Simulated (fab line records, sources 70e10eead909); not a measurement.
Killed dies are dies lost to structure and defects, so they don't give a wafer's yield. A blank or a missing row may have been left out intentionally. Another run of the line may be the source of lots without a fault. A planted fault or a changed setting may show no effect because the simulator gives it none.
fab line records | flow nandHarc
record: lots: 6 | wafers: 18 | lastDay: 25
route steps=1159 shown A_CONTACT@901 END@1159
lots with no fault: from the same line, run without faults
startH: the number of hours between the record's first day and the start of the first shown wafer of the lot | waitH: hours elapsed since this lot's preceding step | " the same as in the row above | L1.1+2: one row covering several wafers at once | - no value, or no start was given | * or withheld: withheld | < > ~ a bound
route shown NAME@n: NAME is a module with steps in the file, n the number in the route of the first one | usual: mean and standard deviation over wafers with no fault | same: alike in all rows | chamber/n: place in a boat | sites: per-site readings | _std_site: standard deviation across them | _edge_site: inner sites' mean taken away from outer sites' mean | radiusMm: how far each site lies from the wafer's centre | mask NAME#n: copy n | behind: the tool/chamber that last shaped the wafer | hold: why the lot went on hold/how many hours it stayed there/how the hold came to an end | device: names the non-switching transistor (n, p or np) | end of line: the route-end tests of the same wafers | step lacking rows: just its recipe | killed: not the wafer's yield, but the dies lost to structure and defects at the first sort | map: dies across one wafer; x = killed, . = not, _ = none there
set.NAME: the run value of the setting; set.NAME@STEP: its run value at that earlier step | model.NAME: the simulator's own value behind a step, which no gauge read
lots seen at some steps along the route; tables by step, rows by wafer
services: the hour from which a tool's chamber was out of use, counted from the record's first day as startH (under 0 if before that day), plus the number of hours and why
== steps ==
step: NHARC_A_CONTACT_ETCH_76
recipe: targetDepthA: 2600 | overEtchFrac: 0.3 | timeS: 475.3 | ionEnergyEv: 200 | n2FlowSccm: 150 | h2FlowSccm: 150 | arFlowSccm: 0 | rfW: 400 | biasW: 150 | chemistry: N2/H2
step: NHARC_A_CONTACT_ETCH_77
recipe: targetDepthA: 726 | timeS: 36.3 | cf4FlowSccm: 100 | chf3FlowSccm: 30 | arFlowSccm: 0 | rfW: 500 | biasW: 200 | chemistry: CF4/CHF3
step: NHARC_A_CONTACT_ETCH_78
recipe: targetDepthA: 28000 | overEtchFrac: 0.3 | timeS: 728 | ionEnergyEv: 150 | o2FlowSccm: 400 | cosFlowSccm: 20 | arFlowSccm: 0 | rfW: 500 | biasW: 300 | chemistry: O2/COS
step: NHARC_A_CONTACT_ETCH_124
recipe: sourceW: withheld | pressureMtorr: 20 | biasV: withheld | timeS: 140 | targetDepthA: 7000 | arFlowSccm: withheld | c4f8FlowSccm: withheld | o2FlowSccm: withheld | chemistry: C4F8/O2/Ar
usual: chamberPressureMTorr: 19.997/0.017 | oesAirLineAu: 1.004/0.022
lot.wafer | tool          | chamber | startH | waitH | chamberPressureMTorr | oesAirLineAu | rfHoursCounterH
L177.4    | harCapEtch-02 | 1       | 417.47 | -     | 19.999               | 0.995        | -
L177.3    | "             | 0       | "      | "     | 19.989               | 1.011        | -
L177.6    | "             | 0       | "      | "     | 19.989               | 1.018        | -
L182.3    | harCapEtch-03 | 0       | 460.45 | -     | 19.990               | 1.024        | -
L182.4    | "             | 1       | "      | "     | 19.972               | 1.022        | -
L182.5    | "             | 0       | "      | "     | 19.979               | 1.029        | -
L181.2    | harCapEtch-01 | 1       | 462.63 | -     | 20.031               | 0.998        | 73
L181.3    | "             | 1       | "      | "     | 19.987               | 1.026        | -
L181.5    | "             | 0       | "      | "     | 20.001               | 0.977        | -
L185.2    | harCapEtch-01 | 0       | 482.86 | -     | 20.002               | 1.016        | 77
L185.4    | "             | 1       | "      | "     | 19.991               | 0.994        | -
L185.5    | "             | 0       | "      | "     | 19.997               | 1.020        | -
L192.3    | harCapEtch-03 | 0       | 507.81 | -     | 20.006               | 0.968        | -
L192.4    | "             | 1       | "      | "     | 20.001               | 0.989        | -
L192.5    | "             | 0       | "      | "     | 20.008               | 0.975        | -
L193.2    | harCapEtch-02 | 0       | 515.54 | -     | 20.001               | 1.022        | 33
L193.1    | "             | 1       | "      | "     | 20.001               | 1.007        | 33
L193.5    | "             | 1       | "      | "     | 20.000               | 1.020        | -
step: NHARC_A_CONTACT_ETCH_125
recipe: sourceW: withheld | pressureMtorr: 20 | biasV: 1200 | timeS: 155 | targetDepthA: 9560 | arFlowSccm: withheld | c4f8FlowSccm: withheld | o2FlowSccm: withheld | chemistry: C4F8/O2/Ar
usual: chamberPressureMTorr: 20.002/0.017 | oesAirLineAu: 0.998/0.02
lot.wafer | tool          | chamber | startH | waitH | chamberPressureMTorr | oesAirLineAu | rfHoursCounterH
L177.4    | harCapEtch-02 | 1       | 417.65 | 0.1   | 20.013               | 1.043        | -
L177.3    | "             | 0       | "      | "     | 20.000               | 1.038        | -
L177.6    | "             | 0       | "      | "     | 20.013               | 1.017        | -
L182.3    | harCapEtch-03 | 0       | 460.63 | 0.1   | 20.033               | 1.037        | -
L182.4    | "             | 1       | "      | "     | 19.988               | 1.004        | -
L182.5    | "             | 0       | "      | "     | 19.999               | 1.018        | -
L181.2    | harCapEtch-01 | 1       | 462.82 | 0.2   | 19.981               | 1.018        | 73
L181.3    | "             | 1       | "      | "     | 20.002               | 1.010        | -
L181.5    | "             | 0       | "      | "     | 19.967               | 1.012        | -
L185.2    | harCapEtch-01 | 0       | 483.04 | 0.2   | 20.036               | 1.017        | 77
L185.4    | "             | 1       | "      | "     | 20.039               | 0.989        | -
L185.5    | "             | 0       | "      | "     | 20.005               | 0.997        | -
L192.3    | harCapEtch-03 | 0       | 507.99 | 0.1   | 19.995               | 0.997        | -
L192.4    | "             | 1       | "      | "     | 20.001               | 0.983        | -
L192.5    | "             | 0       | "      | "     | 19.970               | 1.026        | -
L193.2    | harCapEtch-02 | 0       | 515.89 | 0.3   | 20.008               | 1.032        | 33
L193.1    | "             | 1       | "      | "     | 20.028               | 1.018        | 33
L193.5    | "             | 1       | "      | "     | 20.014               | 1.018        | -
step: NHARC_A_CONTACT_ETCH_126
recipe: sourceW: withheld | pressureMtorr: 20 | biasV: 1200 | timeS: 155 | targetDepthA: 9560 | arFlowSccm: withheld | c4f8FlowSccm: withheld | o2FlowSccm: withheld | chemistry: C4F8/O2/Ar
usual: chamberPressureMTorr: 20.001/0.018 | oesAirLineAu: 1.001/0.02
lot.wafer | tool          | chamber | startH | waitH | chamberPressureMTorr | oesAirLineAu | rfHoursCounterH
L177.4    | harCapEtch-02 | 1       | 417.79 | 0.1   | 19.986               | 0.979        | -
L177.3    | "             | 0       | "      | "     | 20.016               | 0.983        | -
L177.6    | "             | 0       | "      | "     | 19.994               | 1.002        | -
L182.3    | harCapEtch-03 | 0       | 460.78 | 0.1   | 20.000               | 1.002        | -
L182.4    | "             | 1       | "      | "     | 20.017               | 0.985        | -
L182.5    | "             | 0       | "      | "     | 20.009               | 0.973        | -
L181.2    | harCapEtch-01 | 1       | 462.96 | 0.1   | 20.006               | 0.985        | 73
L181.3    | "             | 1       | "      | "     | 20.001               | 1.000        | -
L181.5    | "             | 0       | "      | "     | 19.967               | 1.005        | -
L185.2    | harCapEtch-01 | 0       | 483.19 | 0.1   | 20.000               | 1.015        | 78
L185.4    | "             | 1       | "      | "     | 19.961               | 0.985        | -
L185.5    | "             | 0       | "      | "     | 19.997               | 0.977        | -
L192.3    | harCapEtch-03 | 0       | 508.13 | 0.1   | 19.988               | 0.966        | -
L192.4    | "             | 1       | "      | "     | 19.982               | 0.997        | -
L192.5    | "             | 0       | "      | "     | 19.967               | 0.975        | -
L193.2    | harCapEtch-02 | 0       | 516.14 | 0.2   | 20.020               | 0.987        | 34
L193.1    | "             | 1       | "      | "     | 20.029               | 0.999        | 34
L193.5    | "             | 1       | "      | "     | 20.003               | 0.997        | -
step: NHARC_A_CONTACT_ETCH_127
recipe: sourceW: withheld | pressureMtorr: 20 | biasV: 1200 | timeS: 155 | targetDepthA: 9560 | arFlowSccm: withheld | c4f8FlowSccm: withheld | o2FlowSccm: withheld | chemistry: C4F8/O2/Ar
step: NHARC_A_CONTACT_ETCH_128
recipe: sourceW: withheld | pressureMtorr: 20 | biasV: 1200 | timeS: 155 | targetDepthA: 9560 | arFlowSccm: withheld | c4f8FlowSccm: withheld | o2FlowSccm: withheld | chemistry: C4F8/O2/Ar
step: NHARC_A_CONTACT_ETCH_129
recipe: sourceW: withheld | pressureMtorr: 20 | biasV: 1200 | timeS: 155 | targetDepthA: 9560 | arFlowSccm: withheld | c4f8FlowSccm: withheld | o2FlowSccm: withheld | chemistry: C4F8/O2/Ar
step: NHARC_A_CONTACT_ETCH_130
recipe: sourceW: withheld | pressureMtorr: 20 | biasV: 1200 | timeS: 155 | targetDepthA: 9560 | arFlowSccm: withheld | c4f8FlowSccm: withheld | o2FlowSccm: withheld | chemistry: C4F8/O2/Ar
usual: chamberPressureMTorr: 19.998/0.019 | oesAirLineAu: 1.003/0.021
lot.wafer | tool          | chamber | startH | waitH | chamberPressureMTorr | oesAirLineAu | rfHoursCounterH
L177.4    | harCapEtch-02 | 1       | 418.35 | 0.1   | 20.013               | 1.009        | -
L177.3    | "             | 0       | "      | "     | 19.981               | 0.987        | -
L177.6    | "             | 0       | "      | "     | 19.978               | 0.976        | -
L182.3    | harCapEtch-03 | 0       | 461.34 | 0.1   | 20.011               | 1.007        | -
L182.4    | "             | 1       | "      | "     | 19.998               | 1.005        | -
L182.5    | "             | 0       | "      | "     | 20.026               | 0.986        | -
L181.2    | harCapEtch-01 | 1       | 463.53 | 0.1   | 19.987               | 0.983        | 73
L181.3    | "             | 1       | "      | "     | 19.987               | 0.954        | -
L181.5    | "             | 0       | "      | "     | 19.976               | 0.970        | -
L185.2    | harCapEtch-01 | 0       | 483.75 | 0.1   | 19.979               | 1.001        | 78
L185.4    | "             | 1       | "      | "     | 20.005               | 1.032        | -
L185.5    | "             | 0       | "      | "     | 20.007               | 1.044        | -
L192.3    | harCapEtch-03 | 0       | 508.69 | 0.1   | 20.003               | 0.990        | -
L192.4    | "             | 1       | "      | "     | 20.019               | 1.015        | -
L192.5    | "             | 0       | "      | "     | 20.022               | 1.010        | -
L193.2    | harCapEtch-02 | 0       | 517.15 | 0.2   | 20.018               | 0.986        | 34
L193.1    | "             | 1       | "      | "     | 19.981               | 0.994        | 34
L193.5    | "             | 1       | "      | "     | 20.002               | 1.002        | -
step: NHARC_A_CONTACT_ETCH_131
recipe: sourceW: withheld | pressureMtorr: 20 | biasV: 1200 | timeS: 155 | targetDepthA: 9560 | arFlowSccm: withheld | c4f8FlowSccm: withheld | o2FlowSccm: withheld | chemistry: C4F8/O2/Ar
step: NHARC_A_CONTACT_ETCH_132
recipe: sourceW: withheld | pressureMtorr: 20 | biasV: 1200 | timeS: 156 | targetDepthA: 9580 | arFlowSccm: withheld | c4f8FlowSccm: withheld | o2FlowSccm: withheld | chemistry: C4F8/O2/Ar
step: NHARC_A_CONTACT_ETCH_133
recipe: sourceW: withheld | pressureMtorr: 20 | biasV: 400 | timeS: 195 | targetDepthA: 8400 | arFlowSccm: withheld | c4f8FlowSccm: 11.5 | o2FlowSccm: 7.2 | chemistry: C4F8/O2/Ar
usual: chamberPressureMTorr: 20.002/0.02 | oesAirLineAu: 1.001/0.019
lot.wafer | tool          | chamber | startH | waitH | chamberPressureMTorr | oesAirLineAu | rfHoursCounterH
L177.4    | harCapEtch-02 | 1       | 418.82 | 0.2   | 20.002               | 1.020        | -
L177.3    | "             | 0       | "      | "     | 20.010               | 1.011        | -
L177.6    | "             | 0       | "      | "     | 19.989               | 0.998        | -
L182.3    | harCapEtch-03 | 0       | 461.81 | 0.2   | -                    | -            | -
L182.4    | "             | 1       | "      | "     | -                    | -            | -
L182.5    | "             | 0       | "      | "     | -                    | -            | -
L181.2    | harCapEtch-01 | 1       | 463.98 | 0.1   | -                    | -            | -
L181.3    | "             | 1       | "      | "     | -                    | -            | -
L181.5    | "             | 0       | "      | "     | -                    | -            | -
L185.2    | harCapEtch-01 | 0       | 484.20 | 0.1   | 20.033               | 0.989        | 78
L185.4    | "             | 1       | "      | "     | 20.003               | 0.996        | -
L185.5    | "             | 0       | "      | "     | 20.037               | 0.980        | -
L192.3    | harCapEtch-03 | 0       | 509.16 | 0.2   | 19.987               | 1.005        | -
L192.4    | "             | 1       | "      | "     | 19.990               | 0.998        | -
L192.5    | "             | 0       | "      | "     | 19.982               | 1.035        | -
L193.2    | harCapEtch-02 | 0       | 517.78 | 0.2   | 20.018               | 0.978        | 34
L193.1    | "             | 1       | "      | "     | 19.989               | 1.039        | 34
L193.5    | "             | 1       | "      | "     | 20.033               | 1.014        | -
step: NHARC_A_CONTACT_ETCH_91
recipe: targetDepthA: 400 | overEtchFrac: 0.5 | timeS: 85.7 | ionEnergyEv: 120 | ch3fFlowSccm: 50 | o2FlowSccm: 30 | arFlowSccm: 200 | rfW: 500 | biasW: 100 | chemistry: CH3F/O2
usual: biasW: 100.0/0.31 | ch3fFlowSccm: 50.01/0.15 | drypumpMotorCurrentA: 5.8/0.37 | oesProductAu: 0.933/0.028 | rfVppV: 243.9/1.2 | showerheadPlenumPTorr: 2.43/0.069 | throttleValvePct: 20.664/0.009
lot.wafer | tool       | chamber | startH | waitH | biasW | ch3fFlowSccm | drypumpMotorCurrentA | oesProductAu | rfHoursCounterH | rfVppV | showerheadPlenumPTorr | throttleValvePct
L177.4    | rieDiel-02 | 2       | 419.31 | 0.4   | 100.0 | 49.68        | 5.9                  | 0.987        | 29              | 242.8  | 2.34                  | 20.665
L177.3    | "          | 0       | "      | "     | 100.3 | 50.02        | 5.1                  | 0.993        | 25              | 244.0  | 2.45                  | 20.663
L177.6    | "          | 1       | "      | "     | 100.0 | 50.20        | 6.0                  | 1.003        | -               | 244.6  | 2.52                  | 20.661
L182.3    | rieDiel-02 | 3       | 462.29 | 0.4   | 100.1 | 50.06        | 6.1                  | 0.928        | 41              | 243.9  | 2.44                  | 20.652
L182.4    | "          | 2       | "      | "     | 100.3 | 49.91        | 5.9                  | 0.927        | 44              | 243.5  | 2.33                  | 20.678
L182.5    | "          | 0       | "      | "     | 99.9  | 50.02        | 5.1                  | 0.910        | -               | 245.7  | 2.45                  | 20.635
L181.2    | rieDiel-02 | 1       | 464.58 | 0.6   | 100.4 | 49.74        | 6.0                  | 0.927        | 47              | 243.5  | 2.52                  | 20.683
L181.3    | "          | 2       | "      | "     | 99.8  | 50.13        | 5.9                  | 0.921        | 44              | 241.9  | 2.33                  | 20.655
L181.5    | "          | 3       | "      | "     | 99.9  | 50.03        | 6.2                  | 0.929        | -               | 243.3  | 2.44                  | 20.666
L185.4    | rieDiel-05 | 1       | 484.74 | 0.4   | 100.0 | 50.25        | 5.8                  | 0.935        | 25              | 242.4  | 2.39                  | 20.666
L185.2    | "          | 3       | "      | "     | 100.1 | 50.12        | 5.7                  | 0.939        | 17              | 244.8  | 2.51                  | 20.663
L185.5    | "          | 0       | "      | "     | 100.4 | 50.38        | 5.9                  | 0.915        | -               | 244.8  | 2.47                  | 20.680
L192.4    | rieDiel-08 | 0       | 509.68 | 0.4   | 100.2 | 50.10        | 6.1                  | 0.917        | 9               | 242.1  | 2.29                  | 20.679
L192.3    | "          | 2       | "      | "     | 100.4 | 50.08        | 5.9                  | 0.930        | 10              | 245.3  | 2.50                  | 20.656
L192.5    | "          | 0       | "      | "     | 100.0 | 50.03        | 6.1                  | 0.927        | -               | 240.5  | 2.29                  | 20.664
L193.1    | rieDiel-08 | 1       | 518.47 | 0.6   | 100.5 | 49.94        | 5.0                  | 0.911        | 13              | 244.2  | 2.36                  | 20.663
L193.2    | "          | 2       | "      | "     | 100.5 | 49.81        | 5.9                  | 0.928        | 14              | 244.2  | 2.50                  | 20.676
L193.5    | "          | 3       | "      | "     | 99.8  | 49.85        | 5.3                  | 0.910        | -               | 246.1  | 2.49                  | 20.668
step: NHARC_END_SORT_01
recipe: tempC: 25
usual: killedAtArray: 26/9.1 | killedAtOther: 0.7/0.9 | killedAtPeriphery: 3.6/2.8 | killedDies: 30/9.2 | killedOpen: 3.0/1.9 | killedShort: 2.0/1.4
same: grossDies: 677
lot.wafer | tool      | chamber | startH | waitH | hold                  | killedAtArray | killedAtOther | killedAtPeriphery | killedDies | killedOpen | killedShort
L177.3    | prober-02 | 0       | 483.33 | 3.1   | -                     | 21            | 1             | 4                 | 26         | 1          | 2
L177.4    | prober-02 | 0       | 484.13 | 3.4   | -                     | 30            | 3             | 3                 | 36         | 2          | 0
L177.6    | prober-02 | 0       | 485.74 | 4.0   | -                     | 23            | 2             | 3                 | 28         | 4          | 2
L182.3    | prober-01 | 0       | 527.69 | 3.1   | awaitDispo/2.4h/scrap | 674           | 0             | 3                 | 677        | 4          | 1
L182.4    | prober-01 | 0       | 528.49 | 3.4   | awaitDispo/2.4h/scrap | 672           | 0             | 5                 | 677        | 0          | 2
L182.5    | prober-01 | 0       | 529.30 | 3.7   | awaitDispo/2.4h/scrap | 672           | 1             | 4                 | 677        | 4          | 3
L181.2    | prober-02 | 0       | 538.17 | 2.8   | awaitDispo/4.9h/scrap | 674           | 0             | 3                 | 677        | 4          | 5
L181.3    | prober-02 | 0       | 538.97 | 3.1   | awaitDispo/4.9h/scrap | 674           | 1             | 2                 | 677        | 1          | 2
L181.5    | prober-02 | 0       | 540.58 | 3.7   | awaitDispo/4.9h/scrap | 675           | 1             | 1                 | 677        | 4          | 3
L185.2    | prober-01 | 0       | 562.55 | 2.8   | -                     | 27            | 2             | 5                 | 34         | 3          | 2
L185.4    | prober-01 | 0       | 564.17 | 3.4   | -                     | 34            | 0             | 7                 | 41         | 6          | 3
L185.5    | prober-01 | 0       | 564.98 | 3.7   | -                     | 23            | 1             | 7                 | 31         | 6          | 3
L193.1    | prober-02 | 0       | 585.03 | 2.5   | -                     | 40            | 0             | 4                 | 44         | 5          | 3
L193.2    | prober-02 | 0       | 585.83 | 2.8   | -                     | 40            | 0             | 6                 | 46         | 3          | 1
L193.5    | prober-02 | 0       | 588.25 | 3.7   | -                     | 25            | 0             | 1                 | 26         | 2          | 0
killed by level:class
L177.3 A_CHANNEL_HOLE_D1:chamberFilmFlake=11 A_STAIRCASE:chamberFilmFlake=5 P_STI:chamberFilmFlake=2 A_ZERO_WELL:chamberFilmFlake=2 P_CONTACT:geometricParticle:short=1 A_SOURCE_PLATE:geometricParticle:open=1 A_ONON_D1:geometricParticle:short=1 P_GATE:chamberFilmFlake=1
L177.4 A_CHANNEL_HOLE_D1:chamberFilmFlake=15 A_STAIRCASE:chamberFilmFlake=7 A_ZERO_WELL:chamberFilmFlake=3 THIN_TSV:chamberFilmFlake=3 P_STI:chamberFilmFlake=2 A_ONON_D1:geometricParticle:open=1 A_BLC:geometricParticle:open=1 P_GATE:chamberFilmFlake=1
L177.6 A_CHANNEL_HOLE_D1:chamberFilmFlake=11 A_STAIRCASE:chamberFilmFlake=5 A_M0:geometricParticle:open=2 P_STI:chamberFilmFlake=2 A_CONTACT:chamberFilmFlake=2 THIN_TSV:chamberFilmFlake=2 P_M0:geometricParticle:open=1 A_ONON_D1:geometricParticle:short=1
L182.3 A_CONTACT:areaEtch=662 A_CHANNEL_HOLE_D1:chamberFilmFlake=5 P_M1:chamberFilmFlake=2 P_CONTACT:geometricParticle:open=1 A_CHANNEL_FILL_D1:geometricParticle:short=1 A_SGD_CUT:geometricParticle:open=1 A_CONTACT:geometricParticle:open=1 A_BLC:geometricParticle:open=1
L182.4 A_CONTACT:areaEtch=661 A_CHANNEL_HOLE_D1:chamberFilmFlake=6 P_M1:chamberFilmFlake=5 A_ONON_D1:geometricParticle:short=1 A_CHANNEL_HOLE_D1:geometricParticle:short=1 A_ZERO_WELL:chamberFilmFlake=1 A_SLIT:chamberFilmFlake=1 A_WL_FILL:chamberFilmFlake=1
L182.5 A_CONTACT:areaEtch=659 A_CHANNEL_HOLE_D1:chamberFilmFlake=5 P_M1:chamberFilmFlake=3 A_BLC:geometricParticle:open=2 P_GATE:geometricParticle:short=1 A_SOURCE_PLATE:geometricParticle:open=1 A_CHANNEL_HOLE_D1:geometricParticle:short=1 A_WL_FILL:geometricParticle:short=1
L181.2 A_CONTACT:areaEtch=626 A_CHANNEL_HOLE_D1:chamberFilmFlake=22 A_SLIT:chamberFilmFlake=10 A_STAIRCASE:chamberFilmFlake=4 P_M0:geometricParticle:open=2 A_WL_FILL:geometricParticle:short=2 A_CONTACT:chamberFilmFlake=2 A_SOURCE_PLATE:geometricParticle:open=1
L181.3 A_CONTACT:areaEtch=626 A_CHANNEL_HOLE_D1:chamberFilmFlake=29 A_SLIT:chamberFilmFlake=9 A_CONTACT:chamberFilmFlake=5 A_STAIRCASE:chamberFilmFlake=2 P_CONTACT:geometricParticle:short=1 A_CHANNEL_FILL_D1:geometricParticle:short=1 A_M1:geometricParticle:open=1
L181.5 A_CONTACT:areaEtch=631 A_SLIT:chamberFilmFlake=16 A_CHANNEL_HOLE_D1:chamberFilmFlake=12 A_WL_FILL:geometricParticle:short=2 A_ZERO_WELL:chamberFilmFlake=2 A_SGD_CUT:chamberFilmFlake=2 A_WL_FILL:chamberFilmFlake=2 A_CONTACT:chamberFilmFlake=2
L185.2 A_CHANNEL_HOLE_D1:chamberFilmFlake=16 A_CONTACT:chamberFilmFlake=5 P_M1:chamberFilmFlake=3 P_CONTACT:geometricParticle:open=1 A_STAIRCASE:geometricParticle:open=1 A_WL_FILL:geometricParticle:open=1 A_M0:geometricParticle:short=1 STARTING-WAFER:geometricParticle:short=1
L185.4 A_CHANNEL_HOLE_D1:chamberFilmFlake=18 A_CONTACT:chamberFilmFlake=8 P_GATE:geometricParticle:short=2 P_CONTACT:geometricParticle:open=2 P_BONDPAD:chamberFilmFlake=2 A_SGD_CUT:geometricParticle:short=1 A_SGD_CUT:geometricParticle:open=1 A_CONTACT:geometricParticle:open=1
L185.5 A_CHANNEL_HOLE_D1:chamberFilmFlake=14 P_BONDPAD:chamberFilmFlake=4 A_CONTACT:chamberFilmFlake=3 P_M0:geometricParticle:open=2 A_ONON_D1:geometricParticle:open=2 P_M0:geometricParticle:short=1 A_SGD_CUT:geometricParticle:short=1 A_CONTACT:geometricParticle:open=1
L193.1 A_SLIT:chamberFilmFlake=17 A_CHANNEL_HOLE_D1:chamberFilmFlake=11 P_STI:chamberFilmFlake=3 A_CHANNEL_FILL_D1:geometricParticle:short=2 A_CONTACT:geometricParticle:open=2 A_CHANNEL_FILL_D1:chamberFilmFlake=2 P_GATE:geometricParticle:open=1 A_SOURCE_PLATE:geometricParticle:open=1
L193.2 A_SLIT:chamberFilmFlake=18 A_CHANNEL_HOLE_D1:chamberFilmFlake=12 A_CONTACT:chamberFilmFlake=4 P_ZERO_WELL:chamberFilmFlake=3 P_STI:chamberFilmFlake=2 A_STAIRCASE:chamberFilmFlake=2 A_WL_FILL:geometricParticle:open=1 A_CONTACT:geometricParticle:open=1
L193.5 A_SLIT:chamberFilmFlake=15 A_CHANNEL_HOLE_D1:chamberFilmFlake=9 P_M0:geometricParticle:open=1 A_M0:geometricParticle:open=1
map L181.2 (x killed, . not)
____________x____________
_________xxxxxxx_________
_______xxxxxxxxxxx_______
______xxxxxxxxxxxxx______
_____xxxxxxxxxxxxxxx_____
____xxxxxxxxxxxxxxxxx____
____xxxxxxxxxxxxxxxxx____
___xxxxxxxxxxxxxxxxxxx___
___xxxxxxxxxxxxxxxxxxx___
__xxxxxxxxxxxxxxxxxxxxx__
__xxxxxxxxxxxxxxxxxxxxx__
_xxxxxxxxxxxxxxxxxxxxxxx_
_xxxxxxxxxxxxxxxxxxxxxxx_
_xxxxxxxxxxxxxxxxxxxxxxx_
_xxxxxxxxxxxxxxxxxxxxxxx_
_xxxxxxxxxxxxxxxxxxxxxxx_
xxxxxxxxxxxxxxxxxxxxxxxxx
xxxxxxxxxxxxxxxxxxxxxxxxx
xxxxxxxxxxxxxxxxxxxxxxxxx
xxxxxxxxxxxxxxxxxxxxxxxxx
xxxxxxxxxxxxxxxxxxxxxxxxx
_xxxxxxxxxxxxxxxxxxxxxxx_
_xxxxxxxxxxxxxxxxxxxxxxx_
_xxxxxxxxxxxxxxxxxxxxxxx_
_xxxxxxxxxxxxxxxxxxxxxxx_
_xxxxxxxxxxxxxxxxxxxxxxx_
__xxxxxxxxxxxxxxxxxxxxx__
__xxxxxxxxxxxxxxxxxxxxx__
___xxxxxxxxxxxxxxxxxxx___
___xxxxxxxxxxxxxxxxxxx___
____xxxxxxxxxxxxxxxxx____
____xxxxxxxxxxxxxxxxx____
_____xxxxxxxxxxxxxxx_____
______xxxxxxxxxxxxx______
_______xxxxxxxxxxx_______
_________xxxxxxx_________
____________x____________
map L182.3 (x killed, . not)
____________x____________
_________xxxxxxx_________
_______xxxxxxxxxxx_______
______xxxxxxxxxxxxx______
_____xxxxxxxxxxxxxxx_____
____xxxxxxxxxxxxxxxxx____
____xxxxxxxxxxxxxxxxx____
___xxxxxxxxxxxxxxxxxxx___
___xxxxxxxxxxxxxxxxxxx___
__xxxxxxxxxxxxxxxxxxxxx__
__xxxxxxxxxxxxxxxxxxxxx__
_xxxxxxxxxxxxxxxxxxxxxxx_
_xxxxxxxxxxxxxxxxxxxxxxx_
_xxxxxxxxxxxxxxxxxxxxxxx_
_xxxxxxxxxxxxxxxxxxxxxxx_
_xxxxxxxxxxxxxxxxxxxxxxx_
xxxxxxxxxxxxxxxxxxxxxxxxx
xxxxxxxxxxxxxxxxxxxxxxxxx
xxxxxxxxxxxxxxxxxxxxxxxxx
xxxxxxxxxxxxxxxxxxxxxxxxx
xxxxxxxxxxxxxxxxxxxxxxxxx
_xxxxxxxxxxxxxxxxxxxxxxx_
_xxxxxxxxxxxxxxxxxxxxxxx_
_xxxxxxxxxxxxxxxxxxxxxxx_
_xxxxxxxxxxxxxxxxxxxxxxx_
_xxxxxxxxxxxxxxxxxxxxxxx_
__xxxxxxxxxxxxxxxxxxxxx__
__xxxxxxxxxxxxxxxxxxxxx__
___xxxxxxxxxxxxxxxxxxx___
___xxxxxxxxxxxxxxxxxxx___
____xxxxxxxxxxxxxxxxx____
____xxxxxxxxxxxxxxxxx____
_____xxxxxxxxxxxxxxx_____
______xxxxxxxxxxxxx______
_______xxxxxxxxxxx_______
_________xxxxxxx_________
____________x____________
== services ==
tool          | chamber | startH | hours | kind
rieDiel-02    | 0       | 411.10 | -     | clean
rieDiel-02    | 1       | 411.10 | -     | clean
rieDiel-02    | 2       | 411.10 | -     | clean
rieDiel-02    | 3       | 411.10 | -     | clean
rieDiel-02    | 0       | 435.62 | -     | clean
rieDiel-02    | 1       | 435.62 | -     | clean
rieDiel-02    | 2       | 435.62 | -     | clean
rieDiel-02    | 3       | 435.62 | -     | clean
rieDiel-02    | 0       | 446.67 | 2.1   | repair
rieDiel-02    | 0       | 460.12 | -     | clean
rieDiel-02    | 1       | 460.12 | -     | clean
rieDiel-02    | 2       | 460.12 | -     | clean
rieDiel-02    | 3       | 460.12 | -     | clean
rieDiel-08    | -       | 478.82 | 9.0   | pm
rieDiel-02    | 0       | 484.62 | -     | clean
rieDiel-02    | 1       | 484.62 | -     | clean
rieDiel-02    | 2       | 484.62 | -     | clean
rieDiel-02    | 3       | 484.62 | -     | clean
rieDiel-05    | 0       | 492.03 | 5.2   | repair
harCapEtch-03 | -       | 497.84 | 0.4   | repair
rieDiel-08    | 0       | 503.22 | 3.3   | repair
rieDiel-02    | -       | 505.58 | 9.0   | pm
rieDiel-08    | -       | 509.28 | 0.1   | repair
rieDiel-05    | -       | 517.93 | 9.0   | pm
== key ==
firstSign: step: NHARC_A_CONTACT_ETCH_133 | reading: toolRecord | direction: missing
effect: step: NHARC_END_SORT_01 | reading: killedAtArray | direction: up | sigmas: 71 | usual: 26 | struck: 674
moreKillsBornAt: NHARC_A_CONTACT_ETCH_133@harCapEtch-03: 1975 | NHARC_A_CONTACT_ETCH_133@harCapEtch-01: 1880
metAt NHARC_A_CONTACT_ETCH_133
struckWafers L181.2,L181.3,L181.5,L182.3,L182.4,L182.5
laterRowsLeftOut L181.2,L181.3,L181.5,L182.3,L182.4,L182.5
testerLeftOut L181,L182
fault: kind: skippedStepWhole | tool: harCapEtch-01,harCapEtch-03 | chamber: - | onsetH: 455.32 | steps: NHARC_A_CONTACT_ETCH_133 | scope: struckLotsOnly
testerLeftOut: of these lots the tester's yield and bins aren't shown, on N5 and GAA mostly nor the transistor test; their killed dies are dies lost to structure and defects alone, not to doping, threshold or leakage, so they don't give the yield
laterRowsLeftOut: the simulator's readings of these wafers behind a module that went badly wrong aren't trusted and aren't shown, but for the sort
